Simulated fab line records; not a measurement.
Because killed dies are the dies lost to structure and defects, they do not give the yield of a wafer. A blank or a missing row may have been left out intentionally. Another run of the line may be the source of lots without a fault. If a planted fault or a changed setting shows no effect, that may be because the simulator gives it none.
Matching of chambers    flow n5Finfet    N5_HKMG_FIN_ALD_79 on aldMetal-03 has 4 sister chambers
The step deposits TiN, target thk 1.5 nm, pulse time 1 s, purge time 3 s. 16 wafers are shown with their chamber, then 8 later ones without.

## WAFERS WITH THEIR CHAMBER
wafer   chamber  heaterPowerW (W)  precursorPulseHeightRel
L075.1  3        724               0.997
L075.3  0        845               1.027
L075.5  1        921               1.002
L077.1  1        895               1.050
L077.2  0        860               1.029
L077.3  2        842               0.987
L078.3  2        829               1.004
L078.5  0        857               1.030
L078.6  1        936               0.997
L079.1  1        938               1.024
L079.4  3        703               0.979
L079.6  0        840               0.989
L080.2  3        713               0.997
L080.4  2        842               0.992
L080.5  3        692               0.964
L082.1  2        815               1.010

SIGNATURES (means of the wafers above)
reading                  chamber 0  chamber 1  chamber 2  chamber 3  scatter within a chamber
heaterPowerW             850.50     922.50     832.00     708.00     14.5
precursorPulseHeightRel  1.01875    1.01825    0.99825    0.98425    0.0184
Rule: a wafer's distance from a chamber is the root of the sum, over the readings, of the square of ((its reading less the chamber's mean) divided by the reading's scatter). If the next closest chamber is less than 2 further off than the closest, the wafer can't be placed; otherwise it belongs to the closest. The scatter is the square root of a quotient: the sum, over the shown wafers, of each reading's squared deviation from its chamber's mean, divided by wafers minus chambers.

## WAFERS WHOSE CHAMBER IS MISSING
wafer   heaterPowerW (W)  precursorPulseHeightRel
L082.3  861               1.005
L082.6  837               0.987
L091.2  719               0.992
L091.4  831               0.974
L091.5  849               1.021
L097.2  834               0.992
L097.3  846               0.965
L097.6  815               0.993

## CHAMBER TAKEN BY EACH
wafer   from the rows above      in truth
L082.3  can't be placed: 0 or 2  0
L082.6  can't be placed: 2 or 0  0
L091.2  3                        3
L091.4  can't be placed: 2 or 0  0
L091.5  can't be placed: 0 or 2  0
L097.2  can't be placed: 2 or 0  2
L097.3  can't be placed: 2 or 0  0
L097.6  can't be placed: 2 or 0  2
Correct placement for 1 of the 8. Can't be placed from these rows: 7 (the true chamber is among the candidates in 7). Number placed wrongly: 0.
